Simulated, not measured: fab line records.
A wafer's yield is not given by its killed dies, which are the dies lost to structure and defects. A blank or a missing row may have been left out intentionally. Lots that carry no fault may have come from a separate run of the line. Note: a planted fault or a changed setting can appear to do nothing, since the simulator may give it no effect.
Which tool is to blame? -- flow nandHarc -- 12 lots, 36 wafers sampled, at 5 steps of a route of 1302

WHAT EACH GAUGE READ, for each wafer
NHARC_P_CONTACT_INSPECT_14. Usual: 3.9 for rawDefectCount, sd 2.2.
lot,measured,on,rawDefectCount,flag
L230,day 6 01:46,defectInspect-01,8 7 10,
L231,day 6 13:54,defectInspect-01,5 4 2,
L233,day 7 03:50,defectInspect-02,5 4 3,
L235,day 7 22:40,defectInspect-02,6 3 6,
L237,day 8 14:39,defectInspect-01,2 2 1,
L240,day 10 05:18,defectInspect-02,2 5 7,
L242,day 10 19:49,defectInspect-01,2 1 2,
L247,day 13 05:49,defectInspect-01,6 5 6,
L248,day 13 10:43,defectInspect-01,5 4 5,
L250,day 14 08:50,defectInspect-01,1 7 9,
L252,day 15 04:17,defectInspect-02,2 2 5,
L253,day 15 10:52,defectInspect-01,4 7 8,

NHARC_END_SORT_01. Usual: killedAtArray 55, standard deviation 12; killedAtOther 1.0, standard deviation 1.2; killedAtPeriphery 3.9, standard deviation 2.6; killedDies 60, standard deviation 12; killedOpen 3.3, standard deviation 1.9; killedShort 2.5, standard deviation 1.8.
lot,measured,on,killedAtArray,killedAtOther,killedAtPeriphery,killedDies,killedOpen,killedShort,flag
L242,day 29 02:24,prober-01,48 38 41,1 0 0,1 5 33,50 43 74,3 6 4,5 1 1,OFF

WHAT TOOL EACH LOT RAN ON (gives the tool, then ch and the chambers of the sampled wafers, and finally the start)
lot,NHARC_P_CONTACT_ETCH_35,NHARC_P_CONTACT_ETCH_18,NHARC_P_CONTACT_ETCH_31
L230,"rieDiel-08 ch 0,2,3, day 6 01:55","rieDiel-08 ch 0,2, day 6 02:35 or earlier","rieDiel-08 ch 0,1, day 6 02:35"
L231,"rieDiel-08 ch 0,2, day 6 14:03","rieDiel-08 ch 2,3, day 6 14:42 or earlier","rieDiel-08 ch 0,3, day 6 14:42"
L233,"rieDiel-05 ch 0,1,3, day 7 03:59","rieDiel-05 ch 1,2,3, day 7 04:38 or earlier","rieDiel-05 ch 0,2,3, day 7 04:38"
L235,"rieDiel-08 ch 0,3, day 7 22:49","rieDiel-08 ch 0,1, day 7 23:28 or earlier","rieDiel-08 ch 2,3, day 7 23:28"
L237,"rieDiel-05 ch 0,1,3, day 8 14:48","rieDiel-05 ch 1,2,3, day 8 15:28 or earlier","rieDiel-05 ch 1,2,3, day 8 15:28"
L240,"rieDiel-05 ch 0,1,3, day 10 05:28","rieDiel-05 ch 0,1,2, day 10 06:06 or earlier","rieDiel-05 ch 0,2, day 10 06:06"
L242,"rieDiel-08 ch 1,2, day 10 19:58","rieDiel-08 ch 1,2, day 10 20:38 or earlier","rieDiel-08 ch 0,1,3, day 10 20:38"
L247,"rieDiel-08 ch 0,1,3, day 13 05:58","rieDiel-08 ch 2,3, day 13 06:37 or earlier","rieDiel-08 ch 0,1, day 13 06:37"
L248,"rieDiel-03 ch 0,3, day 13 10:51","rieDiel-03 ch 0,1,3, day 13 11:31 or earlier","rieDiel-03 ch 1,3, day 13 11:31"
L250,"rieDiel-08 ch 0,1,3, day 14 08:59","rieDiel-08 ch 1,2,3, day 14 09:39 or earlier","rieDiel-08 ch 0,2,3, day 14 09:39"
L252,"rieDiel-08 ch 0,1, day 15 04:25","rieDiel-08 ch 1,2, day 15 05:06 or earlier","rieDiel-08 ch 0,1,2, day 15 05:06"
L253,"rieDiel-03 ch 0,2, day 15 11:01","rieDiel-03 ch 0,2,3, day 15 11:40 or earlier","rieDiel-03 ch 0,2, day 15 11:40"
- NHARC_P_CONTACT_ETCH_35: etches the open film in CF4, target depth 39 nm, time 65 s.
- NHARC_P_CONTACT_ETCH_18: etches the open film in C4F8/O2/Ar, target depth 481 nm, time 240.5 s.
- NHARC_P_CONTACT_ETCH_31: etches the open film in CH3F/O2, target depth 30 nm, time 85.7 s.

WHAT THE TOOLS THEMSELVES READ (means of the sampled wafers that have a number; where no wafer has one, the mark that the record gives instead)
NHARC_P_CONTACT_ETCH_35. Usual: drypumpMotorCurrentA 6.1 A, standard deviation 0.34; oesProductAu 1.003 a.u., standard deviation 0.011; rfVppV 151.5 V, standard deviation 1.1; showerheadPlenumPTorr 1.78 Torr, standard deviation 0.069; throttleValvePct 13.284 %, standard deviation 0.0095.
lot,tool,drypumpMotorCurrentA (A),oesProductAu (a.u.),rfVppV (V),showerheadPlenumPTorr (Torr),throttleValvePct (%),flag
L230,rieDiel-08,6.1,1.015,151.8,1.79,13.277,
L231,rieDiel-08,5.9,1.015,151.5,1.75,13.293,
L233,rieDiel-05,6.1,0.996,152.4,1.81,13.280,
L235,rieDiel-08,5.8,1.004,152.2,1.83,13.291,
L237,rieDiel-05,6.0,1.003,152.2,1.81,13.288,
L240,rieDiel-05,6.0,0.999,151.2,1.81,13.287,
L242,rieDiel-08,6.2,1.002,150.9,1.78,13.279,
L247,rieDiel-08,5.8,1.007,151.3,1.80,13.295,
L248,rieDiel-03,6.2,0.995,150.6,1.73,13.285,
L250,rieDiel-08,5.8,1.008,152.1,1.80,13.282,
L252,rieDiel-08,5.7,1.018,151.0,1.75,13.281,
L253,rieDiel-03,6.3,0.999,151.7,1.74,13.283,

NHARC_P_CONTACT_ETCH_18. Usual: oesProductAu 0.963 a.u., standard deviation 0.021; rfVppV 980 V, standard deviation 5.4.
lot,tool,oesProductAu (a.u.),rfVppV (V),flag
L230,rieDiel-08,0.936,978,
L231,rieDiel-08,0.981,981,
L233,rieDiel-05,0.967,981,
L235,rieDiel-08,0.987,978,
L237,rieDiel-05,0.970,980,
L240,rieDiel-05,0.967,981,
L242,rieDiel-08,0.968,980,
L247,rieDiel-08,0.985,981,
L248,rieDiel-03,0.965,979,
L250,rieDiel-08,0.983,982,
L252,rieDiel-08,0.982,979,
L253,rieDiel-03,0.942,975,

NHARC_P_CONTACT_ETCH_31. Usual: drypumpMotorCurrentA 6.1 A, standard deviation 0.34; oesProductAu 0.982 a.u., standard deviation 0.015; rfVppV 244.8 V, standard deviation 1.7; showerheadPlenumPTorr 2.49 Torr, standard deviation 0.098; throttleValvePct 20.664 %, standard deviation 0.0083.
lot,tool,drypumpMotorCurrentA (A),oesProductAu (a.u.),rfVppV (V),showerheadPlenumPTorr (Torr),throttleValvePct (%),flag
L230,rieDiel-08,5.6,0.963,244.3,2.44,20.674,
L231,rieDiel-08,5.7,0.985,244.7,2.48,20.673,
L233,rieDiel-05,6.1,0.971,246.6,2.60,20.662,
L235,rieDiel-08,6.5,0.990,245.3,2.51,20.664,
L237,rieDiel-05,6.3,0.984,244.7,2.50,20.665,
L240,rieDiel-05,6.1,0.975,245.5,2.58,20.665,
L242,rieDiel-08,5.8,0.875,245.0,2.50,20.670,OFF
L247,rieDiel-08,5.7,0.999,243.9,2.44,20.665,
L248,rieDiel-03,6.0,0.987,245.6,2.50,20.666,
L250,rieDiel-08,6.1,0.992,245.0,2.49,20.667,
L252,rieDiel-08,6.1,0.993,243.5,2.45,20.661,
L253,rieDiel-03,6.3,0.972,244.2,2.43,20.661,

THE ANSWER, worked out from the rows above alone
Rule: take the mean of a lot's wafers that have a number; if it is more than 3 standard deviations from the usual mean, the lot is off. A lot without any number at a reading at which 4 lots or more have one is off too. Where the step has rows for the other lots, those lots are counted as sound. Order of review: gauges by route order, followed by the tools' own readings, for which a lot's mean as printed above is used. At the first step where some lot is off, the reading lying furthest off is the one used; lots without a number count as furthest.
Off at NHARC_END_SORT_01 (killedAtPeriphery): L242. Neither off nor sound, because the step has no rows for them: L230, L231, L233, L235, L237, L240, L247, L248, L250, L252, L253.
If a tool, at a process step before that reading, ran all the lots that are off and no sound lot after the first of them, it fits. The gauges at NHARC_END_SORT_01 aren't tried: what is off there is off at NHARC_P_CONTACT_ETCH_31 too, on other tools, and a gauge's error can't cause that. With no start given for some of its lots, NHARC_P_CONTACT_ETCH_18 uses the hours and lot order of NHARC_P_CONTACT_ETCH_31. One fits: rieDiel-08 at NHARC_P_CONTACT_ETCH_35 and NHARC_P_CONTACT_ETCH_18 and NHARC_P_CONTACT_ETCH_31. It ran no sound lot before its first lot that is off in this sample, so the start can't be narrowed down.

WHAT THE SIMULATOR HAD PUT IN
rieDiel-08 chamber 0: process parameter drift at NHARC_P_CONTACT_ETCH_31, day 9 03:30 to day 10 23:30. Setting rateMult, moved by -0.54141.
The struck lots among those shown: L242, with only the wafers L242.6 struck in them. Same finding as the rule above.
